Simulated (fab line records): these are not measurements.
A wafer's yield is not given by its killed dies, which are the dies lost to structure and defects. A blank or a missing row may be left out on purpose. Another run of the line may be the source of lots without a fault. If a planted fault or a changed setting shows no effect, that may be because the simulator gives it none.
fab line records | flow nand-harc
record lots=5 wafers=15 last-day=23
route steps=1159 shown A_STAIRCASE@645
lots that met no fault: taken from a fault-free run of the same line
start-h: hours from the record's opening day to when the first of the lot's shown wafers began | wait-h: hours since the lot's step before | " identical to the entry in the row above | L1.1+2: one row covering several wafers at once | - no value, or no start given | * or withheld: withheld | < > ~ a bound
route shown NAME@n: NAME is a module with steps in the file, n the number in the route of the first one | usual: mean/standard deviation of fault-free wafers | same: alike in all rows | chamber/n: place in a boat | sites: readings site by site | _std_site: how widely they spread, as a standard deviation | _edge_site: mean of outer sites minus mean of inner sites | radius-mm: how far each site lies from the wafer's centre | mask NAME#n: copy n | behind: the most recent tool/chamber to have shaped the wafer | hold: cause of the lot's hold/its duration in hours/its outcome | device: which transistor (n, p or np) failed to switch | end of line: tests of these same wafers at the route's end | where a step has no rows: the recipe by itself | killed: at the first sort, the dies lost to defects and structure; wafer yield is something else | map: per-die view of a wafer (x killed, . not killed, _ where there is no die)
set.NAME: the setting as run; set.NAME@STEP: as run at that earlier step | model.NAME: the simulator's own value behind a step, which no gauge read
certain route steps with their lots: each step a table, each wafer a row
services: the hour from which a tool's chamber was out of use, counted from the record's first day as start-h (under 0 if before that day), plus the number of hours and why
## steps
# step NHARC_A_STAIRCASE_HARDBAKE_251
# recipe temp-c=120 time-s=140
# columns lot.wafer tool chamber start-h wait-h
L074.4+5+6 litho-track-07 0 259.17 -
L079.2+3+5 litho-track-03 0 278.21 -
L088.2+3+6 litho-track-07 0 328.25 -
L086.3+4+5 litho-track-02 0 336.74 -
L090.2+3+5 litho-track-07 0 346.38 -
# step NHARC_A_STAIRCASE_DESCUM_252
# recipe time-s=3 o2-flow-sccm=200 ar-flow-sccm=0 bias-power-w=0 chemistry=O2
# usual drypump-motor-current-A=5.8/0.44 mfc-ar-sccm=0.017/0.015 oes-product-au=0.995/0.011 rf-vpp-V=57.6/0.91 showerhead-plenum-p-Torr=1.89/0.065 throttle-valve-pct=11.312/0.0084
# columns lot.wafer tool chamber start-h wait-h drypump-motor-current-A mfc-ar-sccm oes-product-au rf-hours-counter-h rf-vpp-V showerhead-plenum-p-Torr throttle-valve-pct
L074.4 rie-diel-08 2 259.27 - 5.9 0.033 1.000 46 58.4 1.98 11.311
L074.6 " 3 " " 5.3 0 0.973 - 58.2 1.97 11.323
L074.5 " 0 " " 6.1 0 0.988 - 57.4 1.81 11.299
L079.2 rie-diel-08 1 278.31 - 5.0 0.017 0.989 56 56.6 1.86 11.311
L079.3 " 2 " " 5.9 0.033 0.988 54 56.5 1.97 11.312
L079.5 " 3 " " 5.3 0 0.972 - 56.9 1.97 11.297
L088.3 rie-diel-01 2 328.34 - 5.9 0.035 1.004 2 57.8 1.88 11.291
L088.2 " 1 " " 5.8 0 1.004 2 58.0 1.96 11.314
L088.6 " 3 " " 5.5 0.012 0.991 - 58.6 1.80 11.312
L086.3 rie-diel-08 0 336.85 - 6.1 0 1.001 6 58.1 1.80 11.307
L086.5 " 2 " " 5.9 0.033 0.998 - 57.0 1.97 11.309
L086.4 " 0 " " 6.1 0 1.008 - 59.6 1.80 11.319
L090.3 rie-diel-02 1 346.47 - 6.0 0.006 0.995 3 57.4 1.97 11.310
L090.2 " 3 " " 6.2 0 0.999 4 57.4 1.91 11.310
L090.5 " 1 " " 6.0 0.006 0.992 - 59.1 1.97 11.323
# step NHARC_A_STAIRCASE_ETCH_253
# recipe target-depth-a=500 time-s=20.2 ion-energy-ev=400 c4f8-flow-sccm=20 o2-flow-sccm=10 ar-flow-sccm=withheld rf-w=600 bias-w=1000 chemistry=C4F8/O2
# usual oes-product-au=0.948/0.02 rf-vpp-V=895/4.2
# columns lot.wafer tool chamber start-h wait-h oes-product-au rf-hours-counter-h rf-vpp-V
L074.4 rie-diel-08 3 259.34 0.1 0.936 51 899
L074.6 " 0 " " 0.947 - 889
L074.5 " 1 " " 0.963 - 892
L079.3 rie-diel-08 2 278.38 0.1 0.970 54 899
L079.2 " 0 " " 0.936 51 888
L079.5 " 3 " " 0.932 - 901
L088.3 rie-diel-01 1 328.53 0.2 0.969 2 899
L088.2 " 2 " " 0.943 2 895
L088.6 " 0 " " 0.962 - 894
L086.3 rie-diel-08 3 336.93 0.1 0.942 16 899
L086.5 " 2 " " 0.927 - 899
L086.4 " 3 " " 0.941 - 900
L090.2 rie-diel-02 1 346.56 0.1 0.965 3 900
L090.3 " 2 " " 0.952 4 890
L090.5 " 2 " " 0.948 - 891
# step NHARC_A_STAIRCASE_STRIP_254
# recipe power-w=1500 temp-c=250 chemistry=O2
# usual drypump-motor-current-A=5.8/0.38 heater-power-w=302/7
# columns lot.wafer tool chamber start-h wait-h drypump-motor-current-A heater-power-w rf-hours-counter-h
L074.4 plasma-asher-01 1 259.51 - 5.5 302 -
L074.6 " 1 " " 5.5 300 -
L074.5 " 0 " " 5.9 303 -
L079.2 plasma-asher-01 1 278.56 - 5.5 309 55
L079.3 " 0 " " 5.9 295 -
L079.5 " 0 " " 5.9 304 -
L088.2 plasma-asher-02 0 328.63 - 6.3 308 48
L088.3 " 1 " " 5.3 293 -
L088.6 " 1 " " 5.3 293 -
L086.3 plasma-asher-01 0 337.12 - 5.9 297 -
L086.4 " 1 " " 5.5 301 -
L086.5 " 1 " " 5.5 310 -
L090.2 plasma-asher-02 1 346.69 - 5.3 291 53
L090.3 " 0 " " 6.3 303 -
L090.5 " 1 " " 5.3 298 -
# step NHARC_A_STAIRCASE_STRIP_255
# recipe time-s=900 temp-c=130 chemistry=SPM
# columns lot.wafer tool chamber start-h wait-h
L074.5+6+4 wet-bench-03 4,5,6 259.78 0.1
L079.2+3+5 wet-bench-05 0,4,5 278.87 0.3
L088.3+6+2 wet-bench-05 6,0,2 328.97 0.2
L086.4+5+3 wet-bench-03 3,5,6 337.37 0.2
L090.5+3+2 wet-bench-03 1,5,6 346.99 0.1
# step NHARC_A_STAIRCASE_PRECLEAN_256
# recipe time-s=* temp-c=50 bath-age-min=0 chemistry=SC1
# usual nh4oh-flow-mL-min=28.31/0.1
# columns lot.wafer tool chamber start-h wait-h nh4oh-flow-mL-min
L074.5 wet-bench-03 4 - - 28.18
L074.6 " 5 " " 28.33
L074.4 " 6 " " 28.34
L079.2 wet-bench-05 0 - - 28.36
L079.3 " 4 " " 28.43
L079.5 " 5 " " 28.27
L088.3 wet-bench-05 6 - - 28.50
L088.6 " 0 " " 28.33
L088.2 " 2 " " 28.28
L086.4 wet-bench-03 3 - - 28.23
L086.5 " 5 " " 28.25
L086.3 " 6 " " 28.23
L090.5 wet-bench-03 1 - - 28.21
L090.3 " 5 " " 28.33
L090.2 " 6 " " 28.32
# step NHARC_A_STAIRCASE_SRD_257
# columns lot.wafer tool chamber start-h wait-h
L074.5+6+4 wet-bench-03 4,5,6 - -
L079.2+3+5 wet-bench-05 0,4,5 - -
L088.3+6+2 wet-bench-05 6,0,2 - -
L086.4+5+3 wet-bench-03 3,5,6 - -
L090.5+3+2 wet-bench-03 1,5,6 - -
# step NHARC_A_STAIRCASE_HM_DEP_456
# recipe target-thk-a=15000 temp-c=400 material=aC
# usual throttle-valve-pct=34.999/0.0091
# columns lot.wafer tool chamber start-h wait-h throttle-valve-pct
L074.4 acl-dep-02 0 261.27 - 35.006
L074.5 " 0 " " 35.000
L074.6 " 0 " " 35.001
L079.2 acl-dep-02 0 279.80 - 34.998
L079.3 " 0 " " 35.012
L079.5 " 0 " " 34.994
L088.2 acl-dep-03 0 329.74 - 34.989
L088.3 " 0 " " 34.995
L088.6 " 0 " " 34.990
L086.3 acl-dep-02 0 339.30 - 34.994
L086.4 " 0 " " 34.982
L086.5 " 0 " " 34.999
L090.2 acl-dep-02 0 348.69 - 35.002
L090.3 " 0 " " 34.979
L090.5 " 0 " " 34.982
# step NHARC_A_STAIRCASE_DEP_259
# recipe target-thk-a=300 target-thk-nm=30 temp-c=400 pressure-torr=3.5 flow-sccm=200 rf-w=350 material=SiON
# usual heater-power-w=699/87
# columns lot.wafer tool chamber start-h wait-h heater-power-w
L074.4 pecvd-01 0 262.30 0.7 771
L074.6 " 1 " " 643
L074.5 " 2 " " 714
L079.2 pecvd-04 1 281.38 1.3 587
L079.3 " 2 " " 778
L079.5 " 1 " " 576
L088.2 pecvd-04 2 331.33 1.3 716
L088.3 " 2 " " 719
L088.6 " 2 " " 724
L086.3 pecvd-01 2 340.63 1.0 689
L086.4 " 1 " " 639
L086.5 " 2 " " 681
L090.3 pecvd-03 0 350.27 1.0 647
L090.2 " 1 " " 861
L090.5 " 0 " " 652
# step NHARC_A_STAIRCASE_DEHYDRATE_281
# recipe temp-c=150 time-s=120
# columns lot.wafer tool chamber start-h wait-h
L074.4+5+6 litho-track-07 0 262.49 0.2
L079.2+3+5 litho-track-07 0 281.62 0.2
L088.2+3+6 litho-track-03 0 331.64 0.3
L086.3+4+5 litho-track-07 0 340.85 0.2
L090.2+3+5 litho-track-03 0 350.54 0.2
# step NHARC_A_STAIRCASE_HMDS_282
# recipe time-s=30
# columns lot.wafer tool chamber start-h wait-h
L074.4+5+6 litho-track-07 0 - -
L079.2+3+5 litho-track-07 0 - -
L088.2+3+6 litho-track-03 0 - -
L086.3+4+5 litho-track-07 0 - -
L090.2+3+5 litho-track-03 0 - -
# step NHARC_A_STAIRCASE_COAT_283
# recipe spin-rpm=1200
# columns lot.wafer tool chamber start-h wait-h
L074.4+5+6 litho-track-07 0 - -
L079.2+3+5 litho-track-07 0 - -
L088.2+3+6 litho-track-03 0 - -
L086.3+4+5 litho-track-07 0 - -
L090.2+3+5 litho-track-03 0 - -
# step NHARC_A_STAIRCASE_SOFTBAKE_284
# recipe temp-c=135 time-s=170
# columns lot.wafer tool chamber start-h wait-h
L074.4+5+6 litho-track-07 0 - -
L079.2+3+5 litho-track-07 0 - -
L088.2+3+6 litho-track-03 0 - -
L086.3+4+5 litho-track-07 0 - -
L090.2+3+5 litho-track-03 0 - -
# step NHARC_A_STAIRCASE_EBR_285
# columns lot.wafer tool chamber start-h wait-h
L074.4+5+6 litho-track-07 0 - -
L079.2+3+5 litho-track-07 0 - -
L088.2+3+6 litho-track-03 0 - -
L086.3+4+5 litho-track-07 0 - -
L090.2+3+5 litho-track-03 0 - -
# step NHARC_A_STAIRCASE_EXPOSE_286
# recipe na=0.5 dose-mj=25.01 mask-id=CHOP_100
# same na=0.5
# columns lot.wafer tool chamber start-h wait-h mask
L074.4+5+6 krf-scanner-03 0 262.85 - CHOP_100#0
L079.2+3+5 krf-scanner-03 0 281.96 - CHOP_100#0
L088.2+3+6 krf-scanner-02 0 331.98 - CHOP_100#0
L086.3+4+5 krf-scanner-02 0 341.19 - CHOP_100#0
L090.2+3+5 krf-scanner-03 0 350.88 - CHOP_100#0
# step NHARC_A_STAIRCASE_PEB_287
# recipe peb-temp-c=115 peb-time-s=130
# columns lot.wafer tool chamber start-h wait-h
L074.4+5+6 litho-track-02 0 262.90 0.0
L079.2+3+5 litho-track-02 0 282.02 0.1
L088.2+3+6 litho-track-07 0 332.04 0.1
L086.3+4+5 litho-track-03 0 341.25 0.1
L090.2+3+5 litho-track-02 0 350.94 0.1
# step NHARC_A_STAIRCASE_DEVELOP_288
# recipe time-s=140
# columns lot.wafer tool chamber start-h wait-h
L074.4+5+6 litho-track-02 0 - -
L079.2+3+5 litho-track-02 0 - -
L088.2+3+6 litho-track-07 0 - -
L086.3+4+5 litho-track-03 0 - -
L090.2+3+5 litho-track-02 0 - -
# step NHARC_A_STAIRCASE_HARDBAKE_290
# recipe temp-c=120 time-s=140
# columns lot.wafer tool chamber start-h wait-h
L074.4+5+6 litho-track-07 0 263.14 -
L079.2+3+5 litho-track-02 0 282.25 -
L088.2+3+6 litho-track-07 0 332.26 -
L086.3+4+5 litho-track-03 0 341.47 -
L090.2+3+5 litho-track-07 0 351.17 -
# step NHARC_A_STAIRCASE_DESCUM_291
# recipe time-s=3 o2-flow-sccm=200 ar-flow-sccm=0 bias-power-w=0 chemistry=O2
# usual drypump-motor-current-A=5.8/0.44 mfc-ar-sccm=0.016/0.015 oes-product-au=0.996/0.012 rf-vpp-V=57.8/0.89 showerhead-plenum-p-Torr=1.90/0.062 throttle-valve-pct=11.312/0.0092
# columns lot.wafer tool chamber start-h wait-h drypump-motor-current-A mfc-ar-sccm oes-product-au rf-hours-counter-h rf-vpp-V showerhead-plenum-p-Torr throttle-valve-pct
L074.4 rie-diel-08 0 263.23 - 6.1 0 0.983 43 57.9 1.81 11.324
L074.6 " 2 " " 5.9 0.033 0.997 - 57.7 1.98 11.302
L074.5 " 3 " " 5.3 0 0.968 - 59.0 1.97 11.320
L079.2 rie-diel-02 3 282.34 - 6.2 0 1.018 44 58.5 1.92 11.305
L079.3 " 0 " " 5.1 0.034 1.011 47 57.5 1.92 11.313
L079.5 " 3 " " 6.2 0 1.016 - 59.5 1.92 11.308
L088.2 rie-diel-08 2 332.52 - 5.9 0.033 1.000 14 57.1 1.97 11.306
L088.3 " 3 " " 5.3 0 0.999 - 58.1 1.96 11.306
L088.6 " 3 " " 5.3 0 1.016 - 58.0 1.96 11.305
L086.3 rie-diel-01 1 341.57 - 5.7 0 0.996 9 57.7 1.96 11.314
L086.4 " 3 " " 5.5 0.012 0.979 10 57.6 1.80 11.313
L086.5 " 1 " " 5.7 0 1.008 - 57.3 1.96 11.297
L090.2 rie-diel-02 1 351.27 - 6.0 0.006 1.007 5 58.1 1.97 11.308
L090.3 " 2 " " 5.9 0.044 0.983 5 57.6 1.82 11.312
L090.5 " 3 " " 6.2 0 1.011 - 59.1 1.91 11.320
# step NHARC_A_STAIRCASE_ETCH_292
# recipe cf4-flow-sccm=100 chf3-flow-sccm=30 ar-flow-sccm=0 rf-w=500 bias-w=200 chemistry=CF4/CHF3
# usual cf4-flow-sccm=99.9/0.31 drypump-motor-current-A=5.8/0.45 mfc-ar-sccm=0.016/0.015 oes-product-au=0.948/0.021 rf-vpp-V=370.1/1.9 showerhead-plenum-p-Torr=1.56/0.048 throttle-valve-pct=16.803/0.0086
# columns lot.wafer tool chamber start-h wait-h cf4-flow-sccm drypump-motor-current-A mfc-ar-sccm oes-product-au rf-hours-counter-h rf-vpp-V showerhead-plenum-p-Torr throttle-valve-pct
L074.4 rie-diel-08 3 263.33 0.1 99.5 5.3 0 0.943 52 371.3 1.62 16.803
L074.5 " 0 " " 100.0 6.1 0 0.954 - 367.7 1.49 16.796
L074.6 " 1 " " 100.0 5.0 0.017 0.968 - 369.6 1.53 16.804
L079.2 rie-diel-02 1 282.43 0.1 99.6 6.0 0.006 0.987 46 372.5 1.63 16.813
L079.3 " 3 " " 100.1 6.2 0 0.975 44 370.4 1.58 16.802
L079.5 " 0 " " 100.2 5.0 0.034 0.985 - 371.3 1.58 16.792
L088.2 rie-diel-08 0 332.96 0.4 99.4 6.1 0 0.995 4 367.5 1.49 16.803
L088.3 " 2 " " 100.2 5.9 0.033 0.918 14 372.0 1.61 16.791
L088.6 " 0 " " 99.4 6.1 0 1.001 - 366.6 1.49 16.800
L086.3 rie-diel-01 1 341.72 0.1 100.1 5.7 0 0.951 10 371.5 1.61 16.805
L086.4 " 3 " " 99.8 5.5 0.012 0.923 10 368.7 1.48 16.821
L086.5 " 1 " " 100.4 5.7 0 0.956 - 371.4 1.61 16.814
L090.3 rie-diel-02 0 351.41 0.1 99.8 5.0 0.034 0.949 2 370.8 1.58 16.806
L090.2 " 2 " " 99.7 5.9 0.044 0.948 5 368.5 1.50 16.793
L090.5 " 3 " " 100.4 6.2 0 0.944 - 370.4 1.57 16.797
# step NHARC_A_STAIRCASE_HM_OPEN_460
# recipe o2-flow-sccm=400 cos-flow-sccm=20 ar-flow-sccm=0 rf-w=500 bias-w=300 chemistry=O2/COS
# usual drypump-motor-current-A=5.8/0.44 mfc-ar-sccm=0.016/0.015 oes-product-au=0.996/0.013 rf-vpp-V=466.6/2.2 showerhead-plenum-p-Torr=3.09/0.095 throttle-valve-pct=28.330/0.0092
# columns lot.wafer tool chamber start-h wait-h drypump-motor-current-A mfc-ar-sccm oes-product-au rf-hours-counter-h rf-vpp-V showerhead-plenum-p-Torr throttle-valve-pct
L074.4 rie-diel-08 0 - - 6.1 0 0.986 44 463.1 2.96 28.329
L074.6 " 3 " " 5.3 0 0.967 - 468.0 3.21 28.333
L074.5 " 0 " " 6.1 0 0.968 - 462.8 2.96 28.335
L079.2 rie-diel-02 2 - - 5.9 0.044 0.997 46 463.3 3.00 28.333
L079.3 " 1 " " 6.0 0.006 0.995 46 468.9 3.23 28.352
L079.5 " 3 " " 6.2 0 1.007 - 467.8 3.13 28.313
L088.3 rie-diel-08 3 - - 5.3 0 0.993 14 468.5 3.20 28.322
L088.2 " 0 " " 6.1 0 1.005 4 463.4 2.95 28.332
L088.6 " 3 " " 5.3 0 1.004 - 468.4 3.20 28.333
L086.3 rie-diel-01 3 - - 5.5 0.012 0.984 11 463.8 2.94 28.324
L086.4 " 0 " " 6.6 0.020 1.010 10 465.9 3.04 28.338
L086.5 " 3 " " 5.5 0.012 0.982 - 462.0 2.94 28.323
L090.2 rie-diel-02 1 - - 6.0 0.006 1.007 5 469.5 3.22 28.332
L090.3 " 3 " " 6.2 0 1.011 5 467.3 3.11 28.329
L090.5 " 2 " " 5.9 0.044 0.998 - 463.6 2.99 28.332
# step NHARC_A_STAIRCASE_STRIP_461
# recipe o2-flow-sccm=400 cos-flow-sccm=20 ar-flow-sccm=0 bias-w=0 chemistry=O2/COS
# columns lot.wafer tool chamber start-h wait-h
L074.4+6+5 rie-diel-08 1,0,1 - -
L079.2+3+5 rie-diel-02 1,2,2 - -
L088.3+2+6 rie-diel-08 0,3,0 - -
L086.3+4+5 rie-diel-01 3,0,1 - -
L090.2+3+5 rie-diel-02 0,3,0 - -
# step NHARC_A_STAIRCASE_ETCH_452
# recipe target-depth-a=300 overetch-a=30 time-s=16.5 ion-energy-ev=100 cf4-flow-sccm=80 o2-flow-sccm=20 ar-flow-sccm=0 rf-w=300 bias-w=100 chemistry=CF4/O2
# usual cf4-flow-sccm=79.96/0.22 drypump-motor-current-A=5.8/0.45 mfc-ar-sccm=0.017/0.015 oes-product-au=0.996/0.013 rf-vpp-V=197.5/1.2 showerhead-plenum-p-Torr=1.32/0.043 throttle-valve-pct=13.397/0.0093
# columns lot.wafer tool chamber start-h wait-h cf4-flow-sccm drypump-motor-current-A mfc-ar-sccm oes-product-au rf-hours-counter-h rf-vpp-V showerhead-plenum-p-Torr throttle-valve-pct
L074.4 rie-diel-08 1 - - 79.93 5.0 0.017 0.999 49 196.8 1.30 13.397
L074.5 " 2 " " 80.07 5.9 0.033 0.996 - 199.1 1.38 13.412
L074.6 " 3 " " 80.12 5.2 0 0.985 - 198.2 1.37 13.397
L079.3 rie-diel-02 2 - - 79.75 5.9 0.044 1.000 46 197.3 1.28 13.397
L079.2 " 3 " " 79.73 6.2 0 1.023 44 195.5 1.34 13.396
L079.5 " 3 " " 79.97 6.1 0 1.019 - 199.7 1.34 13.390
L088.3 rie-diel-08 0 - - 79.83 6.1 0 1.000 5 195.6 1.26 13.415
L088.2 " 3 " " 80.21 5.3 0 1.006 15 199.1 1.37 13.399
L088.6 " 0 " " 79.68 6.1 0 1.005 - 194.9 1.26 13.392
L086.4 rie-diel-01 0 - - 80.17 6.6 0.020 1.003 11 197.7 1.30 13.387
L086.3 " 1 " " 79.67 5.8 0 1.020 10 197.8 1.37 13.403
L086.5 " 3 " " 79.98 5.5 0.012 0.999 - 195.2 1.26 13.376
L090.3 rie-diel-02 3 - - 80.17 6.2 0 0.998 5 198.1 1.33 13.404
L090.2 " 2 " " 79.64 5.9 0.044 0.996 5 197.8 1.27 13.392
L090.5 " 3 " " 79.78 6.2 0 0.997 - 198.5 1.33 13.396
# step NHARC_A_STAIRCASE_ETCH_294
# recipe target-depth-a=49920 time-s=1212.4 ion-energy-ev=800 c4f8-flow-sccm=80 o2-flow-sccm=60 ar-flow-sccm=withheld rf-w=600 bias-w=3000 chemistry=C4F8/O2/Ar
# usual oes-product-au=0.931/0.013 rf-vpp-V=1824/8.1
# columns lot.wafer tool chamber start-h wait-h oes-product-au rf-hours-counter-h rf-vpp-V
L074.4 rie-diel-08 2 - - 0.937 47 1835
L074.5 " 1 " " 0.917 - 1821
L074.6 " 2 " " 0.934 - 1835
L079.3 rie-diel-02 0 - - 0.923 47 1829
L079.2 " 1 " " 0.927 47 1836
L079.5 " 0 " " 0.927 - 1827
L088.3 rie-diel-08 0 - - 0.925 5 1814
L088.2 " 2 " " 0.927 15 1833
L088.6 " 3 " " 0.934 - 1833
L086.3 rie-diel-01 1 - - 0.939 10 1833
L086.4 " 0 " " 0.940 11 1820
L086.5 " 1 " " 0.942 - 1833
L090.3 rie-diel-02 0 - - 0.933 2 1828
L090.2 " 2 " " 0.924 5 1815
L090.5 " 3 " " 0.945 - 1828
# step NHARC_A_STAIRCASE_STRIP_295
# recipe o2-flow-sccm=500 ar-flow-sccm=0 bias-w=0 chemistry=O2
# usual drypump-motor-current-A=5.8/0.46 mfc-ar-sccm=0.016/0.015 oes-product-au=0.996/0.012 rf-vpp-V=57.6/0.97 showerhead-plenum-p-Torr=3.49/0.11 throttle-valve-pct=17.037/0.009
# columns lot.wafer tool chamber start-h wait-h drypump-motor-current-A mfc-ar-sccm oes-product-au rf-hours-counter-h rf-vpp-V showerhead-plenum-p-Torr throttle-valve-pct
L074.4 rie-diel-08 1 - - 5.0 0.017 0.995 50 57.4 3.44 17.030
L074.5 " 2 " " 5.9 0.033 1.003 - 58.0 3.63 17.042
L074.6 " 3 " " 5.3 0 0.980 - 58.7 3.63 17.039
L079.2 rie-diel-02 0 - - 5.1 0.034 1.006 48 57.2 3.54 17.042
L079.3 " 2 " " 5.9 0.044 1.008 46 58.3 3.39 17.040
L079.5 " 0 " " 5.1 0.034 1.003 - 56.4 3.54 17.030
L088.3 rie-diel-08 0 - - 6.1 0 0.993 6 57.0 3.34 17.038
L088.2 " 3 " " 5.3 0 0.989 16 59.4 3.61 17.042
L088.6 " 2 " " 5.9 0.033 0.991 - 57.1 3.62 17.059
L086.4 rie-diel-01 1 - - 5.7 0 1.005 11 57.4 3.61 17.037
L086.3 " 2 " " 5.9 0.035 0.995 12 57.9 3.47 17.056
L086.5 " 0 " " 6.6 0.020 1.018 - 57.2 3.43 17.035
L090.3 rie-diel-02 1 - - 6.0 0.006 1.007 6 58.8 3.63 17.041
L090.2 " 2 " " 5.9 0.044 0.998 5 56.3 3.38 17.036
L090.5 " 1 " " 6.0 0.006 1.009 - 57.6 3.63 17.037
# step NHARC_A_STAIRCASE_STRIP_296
# recipe time-s=900 temp-c=130 chemistry=SPM
# columns lot.wafer tool chamber start-h wait-h
L074.6+4+5 wet-bench-07 3,5,6 265.09 -
L079.3+2+5 wet-bench-05 6,7,1 284.54 -
L088.3+6+2 wet-bench-05 6,0,3 335.91 -
L086.4+3+5 wet-bench-07 3,4,6 344.32 -
L090.3+5+2 wet-bench-03 5,0,2 353.04 -
# step NHARC_A_STAIRCASE_PRECLEAN_297
# recipe time-s=* temp-c=50 bath-age-min=0 chemistry=SC1
# usual nh4oh-flow-mL-min=28.29/0.099
# columns lot.wafer tool chamber start-h wait-h nh4oh-flow-mL-min
L074.6 wet-bench-07 3 - - 28.28
L074.4 " 5 " " 28.23
L074.5 " 6 " " 28.24
L079.3 wet-bench-05 6 - - 28.34
L079.2 " 7 " " 28.36
L079.5 " 1 " " 28.15
L088.3 wet-bench-05 6 - - 28.25
L088.6 " 0 " " 28.40
L088.2 " 3 " " 28.26
L086.4 wet-bench-07 3 - - 28.17
L086.3 " 4 " " 28.43
L086.5 " 6 " " 28.40
L090.3 wet-bench-03 5 - - 28.18
L090.5 " 0 " " 28.44
L090.2 " 2 " " 28.26
# step NHARC_A_STAIRCASE_SRD_298
# columns lot.wafer tool chamber start-h wait-h
L074.6+4+5 wet-bench-07 3,5,6 - -
L079.3+2+5 wet-bench-05 6,7,1 - -
L088.3+6+2 wet-bench-05 6,0,3 - -
L086.4+3+5 wet-bench-07 3,4,6 - -
L090.3+5+2 wet-bench-03 5,0,2 - -
# step NHARC_A_STAIRCASE_HM_DEP_462
# recipe target-thk-a=8000 temp-c=400 material=aC
# usual throttle-valve-pct=34.999/0.0092
# columns lot.wafer tool chamber start-h wait-h throttle-valve-pct
L074.4 acl-dep-03 0 266.52 1.0 35.004
L074.5 " 0 " " 35.006
L074.6 " 0 " " 34.993
L079.2 acl-dep-03 0 285.37 0.4 35.008
L079.3 " 0 " " 34.997
L079.5 " 0 " " 35.006
L088.2 acl-dep-02 0 337.15 0.8 35.001
L088.3 " 0 " " 35.004
L088.6 " 0 " " 34.989
L086.3 acl-dep-03 0 347.88 3.1 34.996
L086.4 " 0 " " 34.994
L086.5 " 0 " " 35.007
L090.2 acl-dep-01 0 355.42 1.9 34.999
L090.3 " 0 " " 34.996
L090.5 " 0 " " 35.000
# step NHARC_A_STAIRCASE_DEP_301
# recipe target-thk-a=300 target-thk-nm=30 temp-c=400 pressure-torr=3.5 flow-sccm=200 rf-w=350 material=SiON
# usual heater-power-w=714/84
# columns lot.wafer tool chamber start-h wait-h heater-power-w
L074.6 pecvd-03 2 267.56 0.1 833
L074.5 " 0 " " 679
L074.4 " 1 " " 873
L079.3 pecvd-04 0 286.97 1.0 650
L079.2 " 1 " " 525
L079.5 " 1 " " 535
L088.3 pecvd-01 2 338.74 1.0 674
L088.2 " 0 " " 776
L088.6 " 2 " " 677
L086.3 pecvd-03 1 349.16 1.0 880
L086.4 " 0 " " 676
L086.5 " 1 " " 732
L090.3 pecvd-01 0 356.96 0.9 848
L090.2 " 2 " " 706
L090.5 " 0 " " 836
# step NHARC_A_STAIRCASE_DEHYDRATE_302
# recipe temp-c=150 time-s=120
# columns lot.wafer tool chamber start-h wait-h
L074.4+5+6 litho-track-03 0 267.74 0.1
L079.2+3+5 litho-track-03 0 287.21 0.2
L088.2+3+6 litho-track-02 0 338.98 0.2
L086.3+4+5 litho-track-03 0 349.41 0.2
L090.2+3+5 litho-track-07 0 357.23 0.2
# step NHARC_A_STAIRCASE_HMDS_303
# recipe time-s=30
# columns lot.wafer tool chamber start-h wait-h
L074.4+5+6 litho-track-03 0 - -
L079.2+3+5 litho-track-03 0 - -
L088.2+3+6 litho-track-02 0 - -
L086.3+4+5 litho-track-03 0 - -
L090.2+3+5 litho-track-07 0 - -
# step NHARC_A_STAIRCASE_COAT_304
# recipe spin-rpm=1200
# columns lot.wafer tool chamber start-h wait-h
L074.4+5+6 litho-track-03 0 - -
L079.2+3+5 litho-track-03 0 - -
L088.2+3+6 litho-track-02 0 - -
L086.3+4+5 litho-track-03 0 - -
L090.2+3+5 litho-track-07 0 - -
# step NHARC_A_STAIRCASE_SOFTBAKE_305
# recipe temp-c=135 time-s=170
# columns lot.wafer tool chamber start-h wait-h
L074.4+5+6 litho-track-03 0 - -
L079.2+3+5 litho-track-03 0 - -
L088.2+3+6 litho-track-02 0 - -
L086.3+4+5 litho-track-03 0 - -
L090.2+3+5 litho-track-07 0 - -
# step NHARC_A_STAIRCASE_EBR_306
# columns lot.wafer tool chamber start-h wait-h
L074.4+5+6 litho-track-03 0 - -
L079.2+3+5 litho-track-03 0 - -
L088.2+3+6 litho-track-02 0 - -
L086.3+4+5 litho-track-03 0 - -
L090.2+3+5 litho-track-07 0 - -
# step NHARC_A_STAIRCASE_EXPOSE_307
# recipe na=0.5 dose-mj=45.72 mask-id=CHOP_50
# same na=0.5
# columns lot.wafer tool chamber start-h wait-h mask
L074.4+5+6 krf-scanner-03 0 268.09 - CHOP_50#0
L079.2+3+5 krf-scanner-02 0 287.43 - CHOP_50#0
L088.2+3+6 krf-scanner-01 0 339.20 - CHOP_50#0
L086.3+4+5 krf-scanner-03 0 349.63 - CHOP_50#0
L090.2+3+5 krf-scanner-02 0 357.58 - CHOP_50#0
# step NHARC_A_STAIRCASE_PEB_308
# recipe peb-temp-c=115 peb-time-s=130
# columns lot.wafer tool chamber start-h wait-h
L074.4+5+6 litho-track-02 0 268.15 0.0
L079.2+3+5 litho-track-03 0 287.49 0.1
L088.2+3+6 litho-track-07 0 339.26 0.1
L086.3+4+5 litho-track-07 0 349.68 0.1
L090.2+3+5 litho-track-02 0 357.64 0.1
# step NHARC_A_STAIRCASE_DEVELOP_309
# recipe time-s=140
# columns lot.wafer tool chamber start-h wait-h
L074.4+5+6 litho-track-02 0 - -
L079.2+3+5 litho-track-03 0 - -
L088.2+3+6 litho-track-07 0 - -
L086.3+4+5 litho-track-07 0 - -
L090.2+3+5 litho-track-02 0 - -
# step NHARC_A_STAIRCASE_HARDBAKE_311
# recipe temp-c=120 time-s=140
# columns lot.wafer tool chamber start-h wait-h
L074.4+5+6 litho-track-07 0 268.38 -
L079.2+3+5 litho-track-03 0 287.71 -
L088.2+3+6 litho-track-02 0 339.50 -
L086.3+4+5 litho-track-03 0 349.92 -
L090.2+3+5 litho-track-03 0 357.86 -
## services
# columns tool chamber start-h hours kind
pecvd-01 - 237.00 13.0 pm
rie-diel-08 0 240.17 12.9 repair
pecvd-04 - 240.46 0.5 repair
pecvd-03 2 245.31 16.2 repair
krf-scanner-03 - 247.06 3.2 repair
wet-bench-03 - 255.15 2.0 repair
rie-diel-01 3 256.86 8.8 repair
rie-diel-02 3 267.86 7.5 repair
wet-bench-07 - 272.00 8.0 pm
plasma-asher-01 - 284.71 9.0 pm
pecvd-03 - 292.05 13.0 pm
rie-diel-08 - 301.82 9.0 pm
rie-diel-01 - 314.97 9.0 pm
rie-diel-08 0 318.40 14.4 repair
wet-bench-03 - 322.40 8.0 pm
rie-diel-02 - 328.58 9.0 pm
pecvd-04 1 331.20 11.3 repair
rie-diel-08 1 331.54 11.2 repair
rie-diel-02 0 337.94 7.0 repair
krf-scanner-03 - 340.00 4.0 pm
litho-track-02 - 340.00 7.0 pm
pecvd-01 - 344.04 0.2 repair
krf-scanner-02 - 348.57 4.0 repair
acl-dep-02 - 351.91 13.0 pm
## key
fault none
